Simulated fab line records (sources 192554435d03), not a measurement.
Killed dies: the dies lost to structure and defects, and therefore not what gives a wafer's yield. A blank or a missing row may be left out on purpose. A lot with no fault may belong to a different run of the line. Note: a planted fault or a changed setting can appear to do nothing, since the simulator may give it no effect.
Chamber matching | flow n5-finfet | 4 sister chambers for N5_MOL_CONTACT_COAG_ETCH_59 on rie-diel-05
The step etches underlayer in N2/H2, target depth 13 nm, time 10.4 s. 8 wafers are shown with their chamber, then 11 later ones without.

== WAFERS WITH THEIR CHAMBER ==
wafer  | chamber | throttle-valve-pct (%) | showerhead-plenum-p-Torr (Torr)
L077.2 | 2       | 18.35                  | 2.37
L078.3 | 0       | 18.06                  | 2.45
L081.4 | 1       | 17.62                  | 2.48
L081.6 | 3       | 17.73                  | 2.61
L084.2 | 0       | 18.07                  | 2.44
L084.3 | 1       | 17.63                  | 2.48
L084.4 | 2       | 18.35                  | 2.36
L085.1 | 3       | 17.76                  | 2.61

== WAFERS WHOSE CHAMBER IS MISSING ==
wafer  | throttle-valve-pct (%) | showerhead-plenum-p-Torr (Torr)
L085.4 | 18.09                  | 2.44
L085.5 | 17.74                  | 2.61
L088.2 | 18.10                  | 2.44
L088.5 | 17.76                  | 2.61
L088.6 | 18.11                  | 2.44
L092.2 | 18.10                  | 2.44
L092.4 | 17.65                  | 2.47
L092.6 | 17.66                  | 2.47
L095.1 | 18.39                  | 2.35
L095.2 | 18.12                  | 2.43
L095.5 | 18.12                  | 2.43

== CHAMBER TAKEN BY EACH ==
wafer  | from the rows above | in truth
L085.4 | 0                   | 0
L085.5 | 3                   | 3
L088.2 | 0                   | 0
L088.5 | 3                   | 3
L088.6 | 0                   | 0
L092.2 | 0                   | 0
L092.4 | 1                   | 1
L092.6 | 1                   | 1
L095.1 | 2                   | 2
L095.2 | 0                   | 0
L095.5 | 0                   | 0
Placed correctly: 11 of 11. Left unplaced by these rows: 0. 0 placed wrongly.
How it was worked out, from the rows above alone: a wafer's distance from a chamber is the root of the sum, over the readings, of the square of ((its reading less the chamber's mean) divided by the reading's scatter). If the next closest chamber is less than 2 further off than the closest, the wafer can't be placed; otherwise it belongs to the closest. A chamber's mean is the mean of its shown wafers. The scatter: take each reading less its chamber's mean, square it, sum over the shown wafers, divide by the number of wafers less the number of chambers, and take the root.
